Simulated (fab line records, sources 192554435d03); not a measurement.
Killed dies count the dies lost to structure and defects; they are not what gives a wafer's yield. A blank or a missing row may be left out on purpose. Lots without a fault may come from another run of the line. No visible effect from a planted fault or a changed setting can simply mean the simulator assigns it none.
Chamber matching -- flow n5 finfet -- 4 sister chambers for N5_BEOL_M10_DESCUM_33 on rie diel-01
The step chemistry O2, time 7.9 s. 4 wafers are shown with their chamber, then 7 later ones without.

== WAFERS, EACH WITH ITS CHAMBER ==
wafer,chamber,showerhead plenum p Torr (Torr)
L089.2,2,2.26
L089.5,0,2.13
L090.2,3,2.10
L090.5,1,2.14

== WAFERS WITHOUT THEIR CHAMBER ==
wafer,showerhead plenum p Torr (Torr)
L090.6,2.13
L091.2,2.25
L091.5,2.10
L091.6,2.13
L097.1,2.25
L097.3,2.13
L097.6,2.09

== EACH ONE'S CHAMBER ==
wafer,from the rows above,in truth
L090.6,can't be placed: 0 or 1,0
L091.2,2,2
L091.5,3,3
L091.6,can't be placed: 0 or 1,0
L097.1,2,2
L097.3,can't be placed: 0 or 1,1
L097.6,3,3
Correctly placed: 4 of 7. Can't be placed from these rows: 3 (the true chamber is among the candidates in 3). 0 placed wrongly.
How it was worked out, from the rows above alone: a wafer's distance from a chamber is the root of the sum, over the readings, of the square of ((its reading less the chamber's mean) divided by the reading's scatter). If the next closest chamber is less than 2 further off than the closest, the wafer can't be placed; otherwise it belongs to the closest. For every chamber, the mean is computed from those of its wafers that are shown. The scatter: root of mean squared gap, hidden wafer to nearest shown wafer, with one shown wafer a chamber.
